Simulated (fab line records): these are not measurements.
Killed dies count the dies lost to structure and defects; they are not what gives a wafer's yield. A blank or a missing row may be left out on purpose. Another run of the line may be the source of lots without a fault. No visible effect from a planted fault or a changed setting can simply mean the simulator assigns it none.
Lot-split experiment :: flow n5Finfet :: 39 wafers read across 7 lots, on a route 1938 steps long

== SPLIT DETAILS ==
At N5_FIN_SAQP_HM_DEP_03 (deposits SiNx from SiH4/NH3/N2, target thk 38 nm, time 33.6 s), the setting targetThkA was moved away from the recipe's 380 angstrom on 15 of the 39 wafers read, by -33.3% to +42.2%. All remaining wafers had this setting at the recipe value.

== FROM THE SPLIT TO THE READING: what the file shows between them, 4 steps ==
- N5_FIN_SAQP_THK_MEAS_05
- N5_FIN_SAQP_PECVD_47: deposits a-Si from SiH4/He, target thk 45 nm, time 36.3 s
- N5_FIN_SAQP_PECVD_48: deposits SiNx from SiH4/NH3/N2, target thk 25 nm, time 22.1 s
- N5_FIN_SAQP_MANDREL2_REMOVE_60: chemistry HBr/Cl2/O2, target a-Si, stops on SiNx, bt time 10 s

== THE READING ==
etch.depthNm (the simulator's own value, which no gauge read), in nm, at N5_FIN_SAQP_HM_OPEN_33 (chemistry CH3F/O2, target SiNx, target depth 49.4 nm, time 70.6 s). There is no usual value for it anywhere in the file. Average 37.36 nm, standard deviation 0.57 nm, over the 24 wafers here run with the recipe.

wafer: L074.1
tool, chamber at the split: pecvd-02, 0
targetThkA as run, angstrom: 380
against the recipe: recipe
etch.depthNm, nm: 37.5
against lot-mates on the recipe: -

wafer: L074.2
tool, chamber at the split: pecvd-02, 2
targetThkA as run, angstrom: 380
against the recipe: recipe
etch.depthNm, nm: 36.95
against lot-mates on the recipe: -

wafer: L074.3
tool, chamber at the split: pecvd-02, 1
targetThkA as run, angstrom: 307
against the recipe: -19.2%
etch.depthNm, nm: 29.36
against lot-mates on the recipe: -8.05

wafer: L074.4
tool, chamber at the split: pecvd-02, 2
targetThkA as run, angstrom: 307
against the recipe: -19.2%
etch.depthNm, nm: 29.86
against lot-mates on the recipe: -7.55

wafer: L074.5
tool, chamber at the split: pecvd-02, 0
targetThkA as run, angstrom: 380
against the recipe: recipe
etch.depthNm, nm: 37.78
against lot-mates on the recipe: -

wafer: L074.6
tool, chamber at the split: pecvd-02, 1
targetThkA as run, angstrom: 307
against the recipe: -19.2%
etch.depthNm, nm: 30.59
against lot-mates on the recipe: -6.82

wafer: L080.2
tool, chamber at the split: pecvd-02, 0
targetThkA as run, angstrom: 380
against the recipe: recipe
etch.depthNm, nm: 37.77
against lot-mates on the recipe: -

wafer: L080.3
tool, chamber at the split: pecvd-02, 1
targetThkA as run, angstrom: 380
against the recipe: recipe
etch.depthNm, nm: 36.86
against lot-mates on the recipe: -

wafer: L080.6
tool, chamber at the split: pecvd-02, 0
targetThkA as run, angstrom: 380
against the recipe: recipe
etch.depthNm, nm: 37.95
against lot-mates on the recipe: -

wafer: L082.1
tool, chamber at the split: pecvd-03, 1
targetThkA as run, angstrom: 380
against the recipe: recipe
etch.depthNm, nm: 38.08
against lot-mates on the recipe: -

wafer: L082.2
tool, chamber at the split: pecvd-03, 0
targetThkA as run, angstrom: 380
against the recipe: recipe
etch.depthNm, nm: 36.91
against lot-mates on the recipe: -

wafer: L082.3
tool, chamber at the split: pecvd-03, 2
targetThkA as run, angstrom: 540.4
against the recipe: +42.2%
etch.depthNm, nm: 53.51
against lot-mates on the recipe: +15.87

wafer: L082.4
tool, chamber at the split: pecvd-03, 1
targetThkA as run, angstrom: 540.4
against the recipe: +42.2%
etch.depthNm, nm: 54.16
against lot-mates on the recipe: +16.52

wafer: L082.5
tool, chamber at the split: pecvd-03, 0
targetThkA as run, angstrom: 540.4
against the recipe: +42.2%
etch.depthNm, nm: 53.38
against lot-mates on the recipe: +15.74

wafer: L082.6
tool, chamber at the split: pecvd-03, 2
targetThkA as run, angstrom: 380
against the recipe: recipe
etch.depthNm, nm: 37.94
against lot-mates on the recipe: -

wafer: L084.1
tool, chamber at the split: pecvd-03, 1
targetThkA as run, angstrom: 256.5
against the recipe: -32.5%
etch.depthNm, nm: 24.8
against lot-mates on the recipe: -13.17

wafer: L084.2
tool, chamber at the split: pecvd-03, 0
targetThkA as run, angstrom: 256.5
against the recipe: -32.5%
etch.depthNm, nm: 24.34
against lot-mates on the recipe: -13.63

wafer: L084.3
tool, chamber at the split: pecvd-03, 2
targetThkA as run, angstrom: 256.5
against the recipe: -32.5%
etch.depthNm, nm: 24.93
against lot-mates on the recipe: -13.04

wafer: L084.4
tool, chamber at the split: pecvd-03, 2
targetThkA as run, angstrom: 380
against the recipe: recipe
etch.depthNm, nm: 38.22
against lot-mates on the recipe: -

wafer: L084.5
tool, chamber at the split: pecvd-03, 0
targetThkA as run, angstrom: 380
against the recipe: recipe
etch.depthNm, nm: 37.47
against lot-mates on the recipe: -

wafer: L084.6
tool, chamber at the split: pecvd-03, 1
targetThkA as run, angstrom: 380
against the recipe: recipe
etch.depthNm, nm: 38.22
against lot-mates on the recipe: -

wafer: L086.1
tool, chamber at the split: pecvd-04, 2
targetThkA as run, angstrom: 253.5
against the recipe: -33.3%
etch.depthNm, nm: 23.89
against lot-mates on the recipe: -12.90

wafer: L086.2
tool, chamber at the split: pecvd-04, 0
targetThkA as run, angstrom: 380
against the recipe: recipe
etch.depthNm, nm: 36.6
against lot-mates on the recipe: -

wafer: L086.3
tool, chamber at the split: pecvd-04, 1
targetThkA as run, angstrom: 380
against the recipe: recipe
etch.depthNm, nm: 36.91
against lot-mates on the recipe: -

wafer: L086.4
tool, chamber at the split: pecvd-04, 2
targetThkA as run, angstrom: 253.5
against the recipe: -33.3%
etch.depthNm, nm: 24.15
against lot-mates on the recipe: -12.64

wafer: L086.5
tool, chamber at the split: pecvd-04, 1
targetThkA as run, angstrom: 253.5
against the recipe: -33.3%
etch.depthNm, nm: 24.85
against lot-mates on the recipe: -11.94

wafer: L086.6
tool, chamber at the split: pecvd-04, 0
targetThkA as run, angstrom: 380
against the recipe: recipe
etch.depthNm, nm: 36.86
against lot-mates on the recipe: -

wafer: L093.1
tool, chamber at the split: pecvd-02, 1
targetThkA as run, angstrom: 380
against the recipe: recipe
etch.depthNm, nm: 36.65
against lot-mates on the recipe: -

wafer: L093.2
tool, chamber at the split: pecvd-02, 2
targetThkA as run, angstrom: 506.6
against the recipe: +33.3%
etch.depthNm, nm: 49.22
against lot-mates on the recipe: +12.09

wafer: L093.3
tool, chamber at the split: pecvd-02, 0
targetThkA as run, angstrom: 380
against the recipe: recipe
etch.depthNm, nm: 36.96
against lot-mates on the recipe: -

wafer: L093.4
tool, chamber at the split: pecvd-02, 0
targetThkA as run, angstrom: 380
against the recipe: recipe
etch.depthNm, nm: 37.77
against lot-mates on the recipe: -

wafer: L093.5
tool, chamber at the split: pecvd-02, 2
targetThkA as run, angstrom: 506.6
against the recipe: +33.3%
etch.depthNm, nm: 49.57
against lot-mates on the recipe: +12.44

wafer: L093.6
tool, chamber at the split: pecvd-02, 1
targetThkA as run, angstrom: 506.6
against the recipe: +33.3%
etch.depthNm, nm: 50.46
against lot-mates on the recipe: +13.33

wafer: L095.1
tool, chamber at the split: pecvd-04, 0
targetThkA as run, angstrom: 380
against the recipe: recipe
etch.depthNm, nm: 36.46
against lot-mates on the recipe: -

wafer: L095.2
tool, chamber at the split: pecvd-04, 1
targetThkA as run, angstrom: 380
against the recipe: recipe
etch.depthNm, nm: 37.58
against lot-mates on the recipe: -

wafer: L095.3
tool, chamber at the split: pecvd-04, 2
targetThkA as run, angstrom: 380
against the recipe: recipe
etch.depthNm, nm: 36.63
against lot-mates on the recipe: -

wafer: L095.4
tool, chamber at the split: pecvd-04, 2
targetThkA as run, angstrom: 380
against the recipe: recipe
etch.depthNm, nm: 37.46
against lot-mates on the recipe: -

wafer: L095.5
tool, chamber at the split: pecvd-04, 1
targetThkA as run, angstrom: 380
against the recipe: recipe
etch.depthNm, nm: 38.13
against lot-mates on the recipe: -

wafer: L095.6
tool, chamber at the split: pecvd-04, 0
targetThkA as run, angstrom: 380
against the recipe: recipe
etch.depthNm, nm: 36.91
against lot-mates on the recipe: -

FIT RESULTS
A straight line over all 39 wafers: etch.depthNm changes by +0.385 nm for each +1% of targetThkA; r = +1.00; the points scatter about the line by 0.55 nm.
The same after taking each lot's own level away (the mean of its wafers on the recipe; 39 wafers): +0.385 nm for each +1%; r = +1.00; scatter 0.51 nm.
The reading moves by 16 nm for the largest change in targetThkA, on that fit.
Across the lots, their own levels run from 36.790 to 37.970 nm, a range of 2.1 times the standard deviation given above.
Hence the lot-to-lot level has little effect on the slope; both slopes agree.
Check: with one of the wafers moved furthest among these (+42.2%) left out of the fit, the line predicts +16.2 nm for it against its lot-mates. Against them it came out at +15.9 nm.

== THE WHOLE CHAIN: every reading that the file lists as answering this split, in the file's order ==
step: N5_FIN_SAQP_HM_DEP_03
what it does: deposits SiNx from SiH4/NH3/N2, target thk 38 nm, time 33.6 s
reading: SiNx_of_FIN_SAQP_HM_DEP_03.thkNm (the simulator's own value, which no gauge read)
change (the file's fit): +0.387 nm for each +1% of the setting
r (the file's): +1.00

step: N5_FIN_SAQP_THK_MEAS_05
what it does: 
reading: thkNm
change (the file's fit): withheld for each +1% of the setting
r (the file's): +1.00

step: N5_FIN_SAQP_HM_OPEN_33
what it does: chemistry CH3F/O2, target SiNx, target depth 49.4 nm, time 70.6 s
reading: etchRfOnTimeS
change (the file's fit): withheld for each +1% of the setting
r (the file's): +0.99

step: N5_FIN_SAQP_HM_OPEN_33
what it does: chemistry CH3F/O2, target SiNx, target depth 49.4 nm, time 70.6 s
reading: etch.depthNm (the simulator's own value, which no gauge read)
change (the file's fit): +0.385 nm for each +1% of the setting
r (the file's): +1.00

== THE FILE'S OWN FIT ==
etch.depthNm changes by +0.385 nm for each +1% of targetThkA, r = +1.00.
